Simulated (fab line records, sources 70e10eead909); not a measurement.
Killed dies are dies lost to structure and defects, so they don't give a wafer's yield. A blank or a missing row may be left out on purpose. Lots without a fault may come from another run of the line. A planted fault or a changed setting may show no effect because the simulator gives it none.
Chamber matching | flow nand_harc | NHARC_A_BONDPAD_DEP_00 on pecvd-01: 3 sister chambers
The step deposits SiCN, target thk 250 nm. 3 wafers are shown with their chamber, then 11 later ones without.

WAFERS WITH THEIR CHAMBER
wafer  | chamber | heater_power_w (W)
L088.3 | 0       | 695
L088.5 | 1       | 608
L089.3 | 2       | 593

WAFERS WITHOUT THEIR CHAMBER
wafer  | heater_power_w (W)
L089.5 | 559
L089.6 | 597
L092.2 | 561
L092.4 | 609
L092.6 | 584
L095.1 | 594
L095.3 | 678
L095.5 | 587
L096.1 | 530
L096.2 | 655
L096.5 | 687

WHICH CHAMBER EACH WENT THROUGH
wafer  | from the rows above          | in truth
L089.5 | can't be placed: 2 or 1      | 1
L089.6 | can't be placed: 2 or 1      | 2
L092.2 | can't be placed: 2 or 1      | 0
L092.4 | can't be placed: 1 or 2      | 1
L092.6 | can't be placed: 2 or 1      | 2
L095.1 | can't be placed: 2 or 1      | 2
L095.3 | can't be placed: 0 or 1      | 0
L095.5 | can't be placed: 2 or 1      | 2
L096.1 | can't be placed: 2 or 1      | 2
L096.2 | can't be placed: 0 or 1 or 2 | 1
L096.5 | 0                            | 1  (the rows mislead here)
Placed correctly: 0 of 11. Can't be placed from these rows: 10 (the true chamber is among the candidates in 9). Placed wrongly: 1.
How it was worked out, from the rows above alone: a wafer's distance from a chamber is the root of the sum, over the readings, of the square of ((its reading less the chamber's mean) divided by the reading's scatter). The wafer belongs to the nearest chamber; if the next one is less than 2 further off, it can't be placed. A chamber's mean is the mean of its shown wafers. The scatter: with one shown wafer a chamber, the root of the mean of the squares of how far each hidden wafer lies from its nearest shown one.
